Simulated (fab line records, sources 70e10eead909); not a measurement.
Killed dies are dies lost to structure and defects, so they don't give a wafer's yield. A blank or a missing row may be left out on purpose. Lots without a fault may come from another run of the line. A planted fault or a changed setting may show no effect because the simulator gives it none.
fab line records | flow nand_harc | part 1 of 2: steps 1 to 4 of 6
record lots=21 wafers=63 last_day=24
route steps=1159 shown A_CHANNEL_FILL_D1@509 A_STAIRCASE@549
lots that met no fault: from a run of the same line without faults
start_h: hours from the record's first day to the start of the lot's first wafer shown | wait_h: hours since the lot's step before | " the same as in the row above | L1.1+2: a row that stands for several wafers | - no value, or no start given | * or withheld: withheld | < > ~ a bound
route shown NAME@n: a module of which the file shows steps, and the number in the route of the first | usual: mean/standard deviation of fault-free wafers | same: alike in all rows | chamber/n: place in a boat | sites: the reading at each site | _std_site: their standard deviation | _edge_site: outer sites' mean less inner sites' | radius_mm: how far each site lies from the wafer's centre | mask NAME#n: copy n | behind: the tool/chamber that last shaped the wafer | hold: why the lot was held/for how many hours/how that ended | device: the transistor (n, p or np) that didn't switch | end of line: the same wafers' tests at the end of the route | a step without rows: its recipe alone | killed: dies lost to structure and defects at the first sort, not the wafer's yield | map: a wafer's dies, x killed, . not, _ none there
set.NAME: the setting as run; set.NAME@STEP: as run at that earlier step | model.NAME: the simulator's own value behind a step, which no gauge read
steps of the route over a sample of lots; a table a step, a row a wafer
services: from which hour (start_h, from the record's first day; less than 0 if before it) a tool's chamber was out of use, for how many hours, and why
## steps
# step NHARC_A_CHANNEL_FILL_D1_STRIP_29
# recipe time_s=20 o2_flow_sccm=500 ar_flow_sccm=0 bias_w=0 chemistry=O2
# usual chamber_pressure_mTorr=60.00/0.056 drypump_motor_current_A=5.6/0.46 oes_product_au=1.001/0.0077 rf_vpp_V=57.8/0.86 showerhead_plenum_p_Torr=3.52/0.093 throttle_valve_pct=17.037/0.0085
# same bias_w=0
# columns lot.wafer tool chamber start_h wait_h chamber_pressure_mTorr drypump_motor_current_A oes_product_au rf_hours_counter_h rf_vpp_V showerhead_plenum_p_Torr throttle_valve_pct
L074.1 rie_diel-10 3 - - 59.98 5.3 1.003 1 56.7 3.38 17.033
L074.3 " 2 " " 60.00 5.6 0.995 1 56.9 3.47 17.039
L074.5 " 3 " " 59.98 5.3 1.006 - 57.9 3.38 17.027
L076.2 rie_diel-04 3 - - 60.01 5.5 0.998 5 57.1 3.57 17.042
L076.4 " 1 " " 60.12 5.1 1.015 4 56.6 3.53 17.044
L076.3 " 2 " " 60.01 6.7 1.012 5 57.4 3.65 17.038
L078.4 rie_diel-04 1 - - 60.03 5.1 1.004 4 56.1 3.53 17.049
L078.6 " 1 " " 59.98 5.1 1.004 - 57.5 3.53 17.040
L078.5 " 2 " " 60.02 6.7 1.008 - 59.3 3.65 17.012
L079.2 rie_diel-10 1 - - 60.04 5.6 1.004 2 57.8 3.67 17.042
L079.1 " 3 " " 59.99 5.3 1.004 2 57.7 3.38 17.050
L079.3 " 0 " " 60.05 5.8 0.999 2 58.4 3.43 17.036
L081.4 rie_diel-04 3 - - 59.93 5.6 1.005 6 56.9 3.56 17.036
L081.3 " 0 " " 60.06 6.0 0.996 6 57.7 3.53 17.033
L081.1 " 1 " " 60.05 5.1 1.005 5 58.8 3.53 17.030
L080.4 rie_diel-10 1 - - 59.96 5.6 0.984 2 58.4 3.67 17.026
L080.1 " 2 " " 59.93 5.6 0.987 2 57.2 3.47 17.025
L080.5 " 2 " " 59.96 5.6 0.993 - 56.9 3.47 17.030
L083.4 rie_diel-05 2 - - 59.94 4.8 0.994 21 57.8 3.52 17.030
L083.3 " 3 " " 59.91 5.0 0.991 14 58.3 3.50 17.056
L083.6 " 2 " " 59.99 4.8 1.007 - 57.2 3.52 17.041
L085.2 rie_diel-05 2 - - 60.03 4.7 0.999 25 58.3 3.52 17.023
L085.4 " 3 " " 59.96 5.0 0.987 18 57.9 3.50 17.045
L085.6 " 3 " " 60.03 5.0 1.000 - 57.2 3.50 17.030
L084.1 rie_diel-10 3 - - 59.98 5.3 0.995 3 57.4 3.38 17.035
L084.5 " 2 " " 60.06 5.6 1.008 - 58.5 3.47 17.045
L084.6 " 3 " " 60.06 5.3 1.009 - 56.5 3.38 17.061
L087.4 rie_diel-10 1 - - 59.93 5.6 1.019 3 58.3 3.67 17.026
L087.3 " 3 " " 59.93 5.3 1.019 3 57.4 3.38 17.039
L087.5 " 1 " " 59.99 5.6 1.021 - 57.4 3.67 17.034
L086.1 rie_diel-04 0 - - 59.99 6.1 1.008 0 59.4 3.53 17.034
L086.4 " 1 " " 59.90 5.0 1.003 0 58.3 3.53 17.047
L086.6 " 0 " " 60.08 6.1 1.012 - 59.1 3.53 17.013
L088.2 rie_diel-10 0 - - 59.94 5.8 1.000 3 56.5 3.43 17.031
L088.4 " 1 " " 60.04 5.5 0.992 3 58.0 3.67 17.045
L088.6 " 3 " " 59.96 5.4 0.989 - 57.1 3.38 17.039
L090.2 rie_diel-10 2 - - 59.96 5.6 1.008 3 56.8 3.47 17.024
L090.1 " 3 " " 60.02 5.3 1.002 3 55.9 3.38 17.036
L090.6 " 1 " " 59.93 5.6 1.012 - 57.8 3.67 17.033
L089.2 rie_diel-05 0 - - 59.96 5.8 0.994 26 56.2 3.45 17.031
L089.4 " 2 " " 59.91 4.8 1.002 27 56.1 3.52 17.039
L089.1 " 3 " " 60.06 5.0 0.993 20 58.6 3.50 17.035
L091.1 rie_diel-10 1 - - 60.04 5.6 1.004 3 58.2 3.67 17.039
L091.5 " 1 " " 59.89 5.5 1.004 - 60.1 3.67 17.030
L091.6 " 2 " " 60.02 5.6 1.004 - 57.8 3.47 17.036
L092.2 rie_diel-10 1 - - 60.09 5.5 1.015 4 59.4 3.67 17.031
L092.4 " 2 " " 59.99 5.6 0.994 3 56.6 3.47 17.034
L092.3 " 0 " " 59.89 5.8 1.004 3 58.2 3.43 17.034
L093.2 rie_diel-04 1 - - 60.03 5.1 1.002 1 57.9 3.52 17.045
L093.3 " 2 " " 59.96 6.7 1.001 1 58.8 3.65 17.029
L093.1 " 0 " " 59.95 6.1 1.008 1 58.6 3.53 17.055
L094.1 rie_diel-04 3 - - 59.96 5.6 1.010 2 57.4 3.56 17.047
L094.2 " 1 " " 60.01 5.1 1.004 2 56.6 3.52 17.037
L094.6 " 0 " " 59.98 6.0 0.995 - 56.2 3.53 17.038
L095.2 rie_diel-05 2 - - 59.97 4.7 1.000 0 57.6 3.52 17.028
L095.3 " 3 " " 59.88 5.0 0.991 0 58.5 3.49 17.040
L095.1 " 1 " " 59.93 6.1 1.005 0 56.5 3.39 17.032
L096.2 rie_diel-04 3 - - 59.94 5.5 0.993 3 59.6 3.56 17.044
L096.6 " 3 " " 59.94 5.5 1.004 - 57.0 3.56 17.046
L096.5 " 0 " " 60.08 6.0 0.990 - 57.5 3.53 17.042
L097.4 rie_diel-04 1 - - 59.93 5.1 0.994 3 57.6 3.52 17.035
L097.3 " 2 " " 60.03 6.7 1.000 3 57.5 3.65 17.044
L097.6 " 3 " " 59.92 5.5 0.994 - 58.2 3.56 17.050
# step NHARC_A_STAIRCASE_ETCH_13
# recipe target_depth_a=1000 time_s=40.5 ion_energy_ev=400 c4f8_flow_sccm=20 o2_flow_sccm=10 ar_flow_sccm=withheld rf_w=600 bias_w=1000 chemistry=C4F8/O2
# usual bias_w=1000/3 chamber_pressure_mTorr=25.000/0.024 oes_product_au=0.938/0.014 rf_vpp_V=894/5.1
# columns lot.wafer tool chamber start_h wait_h bias_w chamber_pressure_mTorr oes_product_au rf_hours_counter_h rf_vpp_V
L074.3 rie_diel-13 1 - - 996 25.020 0.924 52 887
L074.1 " 2 " " 998 25.022 0.919 51 893
L074.5 " 1 " " 1003 25.036 0.943 - 887
L076.3 rie_diel-08 2 - - 1002 25.032 0.924 48 902
L076.4 " 3 " " 1006 24.987 0.922 44 890
L076.2 " 0 " " 997 24.959 0.929 42 897
L078.4 rie_diel-08 0 - - 998 25.025 0.957 50 900
L078.6 " 3 " " 999 25.019 0.964 - 891
L078.5 " 0 " " 1001 24.995 0.966 - 899
L079.1 rie_diel-13 0 - - 999 24.993 0.933 58 891
L079.3 " 1 " " 996 25.025 0.935 61 887
L079.2 " 3 " " 1002 25.003 0.933 48 887
L081.1 rie_diel-13 3 - - 998 24.981 0.946 53 889
L081.3 " 0 " " 1000 25.015 0.946 63 891
L081.4 " 3 " " 999 25.030 0.933 - 888
L080.1 rie_diel-08 0 - - 1003 25.020 0.975 55 898
L080.4 " 2 " " 1003 25.022 0.957 60 903
L080.5 " 1 " " 998 25.007 0.956 - 892
L083.4 rie_diel-13 3 - - 1002 25.002 0.955 1 889
L083.3 " 2 " " 996 24.971 0.963 1 892
L083.6 " 3 " " 1001 25.024 0.954 - 888
L085.4 rie_diel-13 2 - - 1003 25.041 0.934 10 894
L085.2 " 3 " " 1006 25.024 0.929 9 888
L085.6 " 2 " " 998 25.007 0.936 - 893
L087.4 rie_diel-08 3 - - 1002 24.981 0.943 1 890
L087.3 " 1 " " 1003 24.997 0.933 1 894
L087.5 " 3 " " 1003 25.021 0.938 - 891
L086.4 rie_diel-13 0 - - 1005 24.977 0.931 9 892
L086.1 " 1 " " 999 25.001 0.931 9 887
L086.6 " 3 " " 998 25.019 0.935 - 886
L084.1 rie_diel-08 1 - - 996 25.023 0.926 1 893
L084.5 " 1 " " 996 25.048 0.928 - 892
L084.6 " 2 " " 1001 24.978 0.941 - 904
L088.4 rie_diel-08 2 - - 998 25.015 0.930 2 901
L088.2 " 0 " " 997 25.018 0.943 2 897
L088.6 " 2 " " 1000 24.973 0.928 - 902
L089.2 rie_diel-08 2 - - 1003 25.032 0.954 6 902
L089.1 " 0 " " 997 24.965 0.949 4 899
L089.4 " 1 " " 1001 25.009 0.939 - 892
L090.1 rie_diel-08 2 - - 999 24.996 0.929 6 903
L090.2 " 0 " " 995 24.994 0.918 5 898
L090.6 " 1 " " 996 24.985 0.910 - 891
L091.1 rie_diel-01 1 - - 1005 24.988 0.940 2 901
L091.5 " 2 " " 1001 25.028 0.952 - 893
L091.6 " 3 " " 995 24.995 0.960 - 896
L093.3 rie_diel-08 2 - - 996 25.000 0.929 13 903
L093.2 " 0 " " 1000 24.987 0.936 12 898
L093.1 " 1 " " 998 24.977 0.930 12 893
L092.3 rie_diel-13 3 - - 995 25.028 0.930 21 887
L092.2 " 0 " " 1005 25.005 0.927 19 890
L092.4 " 1 " " 999 25.004 0.926 20 888
L094.1 rie_diel-01 0 - - 1001 25.041 0.947 14 899
L094.2 " 3 " " 999 24.972 0.939 14 897
L094.6 " 1 " " 1001 25.023 0.919 - 902
L096.2 rie_diel-08 0 - - 1002 24.997 0.945 20 897
L096.5 " 0 " " 1004 25.009 0.952 - 897
L096.6 " 1 " " 1001 24.996 0.941 - 892
L095.1 rie_diel-01 1 - - 997 25.003 0.955 15 902
L095.3 " 2 " " 1002 25.011 0.966 19 893
L095.2 " 3 " " 998 24.986 0.957 19 897
L097.3 rie_diel-13 2 - - 993 24.985 0.954 31 894
L097.4 " 0 " " 1002 25.049 0.926 30 891
L097.6 " 2 " " 1001 25.015 0.976 - 894
# step NHARC_A_STAIRCASE_ETCH_21
# recipe target_depth_a=1000 time_s=40.5 ion_energy_ev=400 c4f8_flow_sccm=20 o2_flow_sccm=10 ar_flow_sccm=withheld rf_w=600 bias_w=1000 chemistry=C4F8/O2
# usual bias_w=999.9/2.8 chamber_pressure_mTorr=25.002/0.024 oes_product_au=0.945/0.014 rf_vpp_V=894/5.1
# columns lot.wafer tool chamber start_h wait_h bias_w chamber_pressure_mTorr oes_product_au rf_hours_counter_h rf_vpp_V
L074.1 rie_diel-13 2 - - 994.3 25.015 0.935 52 894
L074.3 " 1 " " 1001.3 25.044 0.929 53 887
L074.5 " 3 " " 1002.6 24.974 0.944 - 889
L076.4 rie_diel-08 0 - - 1001.6 25.002 0.965 43 898
L076.2 " 2 " " 998.3 24.998 0.947 48 902
L076.3 " 3 " " 995.5 24.993 0.933 45 889
L078.4 rie_diel-01 0 - - 1003.7 25.030 0.972 40 900
L078.6 " 1 " " 1001.7 25.009 0.951 - 903
L078.5 " 2 " " 1003.0 25.044 0.949 - 893
L079.3 rie_diel-13 3 - - 999.2 24.977 0.932 49 887
L079.2 " 0 " " 1000.4 25.023 0.944 59 890
L079.1 " 1 " " 998.6 24.992 0.935 61 888
L081.1 rie_diel-13 0 - - 1004.4 25.008 0.945 64 892
L081.3 " 1 " " 1005.5 24.989 0.946 66 888
L081.4 " 1 " " 1000.8 25.015 0.940 - 886
L080.4 rie_diel-08 1 - - 1001.0 24.981 0.944 50 892
L080.1 " 0 " " 998.6 25.004 0.950 56 899
L080.5 " 1 " " 1001.2 25.008 0.953 - 893
L083.4 rie_diel-13 1 - - 995.4 25.022 0.953 1 888
L083.3 " 0 " " 1004.3 24.973 0.932 2 891
L083.6 " 1 " " 1000.6 25.018 0.951 - 889
L085.2 rie_diel-13 3 - - 998.9 24.987 0.935 10 886
L085.4 " 0 " " 1001.2 24.978 0.926 9 892
L085.6 " 3 " " 993.7 25.000 0.927 - 887
L087.3 rie_diel-13 2 - - 1003.9 25.010 0.937 13 894
L087.4 " 1 " " 1004.5 25.016 0.939 11 887
L087.5 " 2 " " 1004.7 25.019 0.939 - 894
L084.1 rie_diel-08 1 - - 1003.0 25.013 0.927 4 893
L084.6 " 3 " " 1000.0 24.999 0.938 - 891
L084.5 " 0 " " 1001.6 25.030 0.942 - 898
L086.4 rie_diel-13 3 - - 997.9 24.977 0.923 13 887
L086.1 " 0 " " 1001.5 24.979 0.954 11 892
L086.6 " 3 " " 1002.2 25.009 0.935 - 886
L088.2 rie_diel-08 1 - - 1004.1 24.960 0.935 4 894
L088.4 " 2 " " 997.1 25.020 0.950 5 903
L088.6 " 2 " " 999.0 24.992 0.950 - 901
L089.2 rie_diel-01 0 - - 1005.4 25.033 0.955 1 899
L089.4 " 1 " " 1003.6 24.998 0.944 1 901
L089.1 " 2 " " 1004.8 24.938 0.949 2 893
L090.1 rie_diel-08 2 - - 998.2 24.999 0.946 8 904
L090.2 " 0 " " 994.9 24.999 0.937 6 898
L090.6 " 0 " " 994.2 24.981 0.949 - 897
L091.1 rie_diel-01 0 - - 1000.5 25.004 0.921 2 898
L091.5 " 0 " " 997.5 25.002 0.923 - 900
L091.6 " 1 " " 1000.2 24.966 0.935 - 902
L092.2 rie_diel-01 1 - - 1001.1 25.012 0.931 7 901
L092.3 " 2 " " 998.3 24.982 0.926 9 894
L092.4 " 3 " " 997.2 24.974 0.929 9 898
L093.2 rie_diel-01 3 - - 1001.8 25.006 0.934 9 899
L093.1 " 0 " " 1000.9 24.987 0.938 9 900
L093.3 " 2 " " 1000.4 25.024 0.934 9 893
L094.2 rie_diel-08 0 - - 998.6 25.001 0.969 18 897
L094.1 " 2 " " 997.4 25.008 0.985 21 904
L094.6 " 1 " " 1002.3 24.944 0.961 - 892
L096.2 rie_diel-13 0 - - 995.6 24.982 0.957 29 891
L096.5 " 3 " " 1000.6 24.983 0.963 - 885
L096.6 " 0 " " 998.1 25.005 0.961 - 892
L095.1 rie_diel-01 0 - - 997.5 24.971 0.944 18 899
L095.2 " 1 " " 999.6 25.016 0.933 16 901
L095.3 " 2 " " 998.1 25.011 0.928 20 894
L097.4 rie_diel-08 1 - - 1001.8 25.026 0.947 23 893
L097.3 " 2 " " 997.8 24.997 0.946 24 901
L097.6 " 0 " " 1000.1 24.957 0.968 - 899
# step NHARC_A_STAIRCASE_ETCH_27
# recipe target_depth_a=1000 time_s=40.5 ion_energy_ev=400 c4f8_flow_sccm=20 o2_flow_sccm=10 ar_flow_sccm=withheld rf_w=600 bias_w=1000 chemistry=C4F8/O2
# usual bias_w=1000/3.3 chamber_pressure_mTorr=25.003/0.022 oes_product_au=0.941/0.011 rf_vpp_V=894/5.2
# columns lot.wafer tool chamber start_h wait_h bias_w chamber_pressure_mTorr oes_product_au rf_hours_counter_h rf_vpp_V
L074.3 rie_diel-13 2 - - 994 25.016 0.941 53 893
L074.1 " 3 " " 1000 24.989 0.941 42 886
L074.5 " 1 " " 1001 24.981 0.954 - 886
L076.2 rie_diel-08 2 - - 1002 25.009 0.946 48 904
L076.4 " 3 " " 999 24.987 0.949 45 890
L076.3 " 0 " " 1000 24.980 0.954 43 899
L078.4 rie_diel-01 1 - - 1003 25.018 0.926 43 901
L078.6 " 0 " " 1001 25.013 0.907 - 899
L078.5 " 1 " " 1004 24.977 0.932 - 902
L079.3 rie_diel-13 3 - - 1000 25.013 0.929 50 888
L079.1 " 0 " " 1002 24.986 0.941 60 891
L079.2 " 1 " " 998 25.015 0.944 62 887
L080.1 rie_diel-08 3 - - 1001 24.985 0.942 59 891
L080.4 " 1 " " 1001 24.991 0.947 50 893
L080.5 " 2 " " 999 25.005 0.957 - 903
L081.3 rie_diel-13 3 - - 1004 24.977 0.938 54 888
L081.1 " 0 " " 1002 24.992 0.964 64 890
L081.4 " 3 " " 1002 25.016 0.946 - 888
L083.4 rie_diel-13 1 - - 1003 24.974 0.942 2 887
L083.3 " 0 " " 994 25.035 0.961 2 892
L083.6 " 2 " " 1008 25.024 0.951 - 892
L085.2 rie_diel-13 1 - - 1001 25.027 0.948 11 887
L085.4 " 2 " " 1002 25.037 0.943 13 894
L085.6 " 0 " " 1000 24.991 0.942 - 890
L084.1 rie_diel-08 0 - - 994 25.000 0.944 4 899
L084.5 " 2 " " 1003 24.996 0.947 - 902
L084.6 " 3 " " 997 25.016 0.935 - 890
L088.2 rie_diel-08 2 - - 1001 24.988 0.946 5 901
L088.4 " 3 " " 998 25.006 0.948 5 891
L088.6 " 3 " " 999 25.008 0.950 - 891
L087.4 rie_diel-13 3 - - 1004 24.999 0.924 14 888
L087.3 " 0 " " 1001 25.012 0.920 12 891
L087.5 " 2 " " 1001 24.976 0.929 - 894
L086.1 rie_diel-13 0 - - 1010 25.004 0.925 12 892
L086.4 " 2 " " 999 24.996 0.934 14 892
L086.6 " 1 " " 1001 25.039 0.926 - 888
L089.2 rie_diel-01 2 - - 997 24.996 0.948 2 894
L089.1 " 3 " " 1000 25.016 0.936 2 897
L089.4 " 0 " " 997 25.020 0.937 2 899
L090.2 rie_diel-08 0 - - 996 25.027 0.941 7 898
L090.1 " 1 " " 998 25.015 0.935 8 891
L090.6 " 0 " " 1003 24.970 0.938 - 898
L091.1 rie_diel-01 0 - - 997 24.995 0.923 3 898
L091.6 " 1 " " 1002 24.988 0.931 - 903
L091.5 " 2 " " 1002 25.024 0.941 - 894
L092.2 rie_diel-01 1 - - 996 24.979 0.934 7 902
L092.3 " 2 " " 999 25.012 0.932 10 893
L092.4 " 3 " " 995 25.025 0.923 10 897
L093.3 rie_diel-01 2 - - 999 25.010 0.921 10 892
L093.2 " 3 " " 1003 24.987 0.925 10 897
L093.1 " 1 " " 996 24.963 0.925 8 902
L094.2 rie_diel-08 0 - - 1000 25.004 0.979 18 897
L094.1 " 2 " " 1000 25.022 0.947 21 902
L094.6 " 3 " " 1002 25.013 0.953 - 890
L096.2 rie_diel-13 1 - - 999 25.008 0.954 30 886
L096.5 " 1 " " 994 24.983 0.946 - 888
L096.6 " 2 " " 997 24.961 0.958 - 892
L095.3 rie_diel-01 3 - - 1004 24.998 0.930 20 897
L095.2 " 0 " " 1003 25.015 0.934 19 898
L095.1 " 1 " " 997 25.015 0.938 16 902
L097.4 rie_diel-08 2 - - 1003 25.005 0.944 25 901
L097.3 " 1 " " 1001 24.995 0.945 23 892
L097.6 " 2 " " 1003 25.004 0.941 - 902
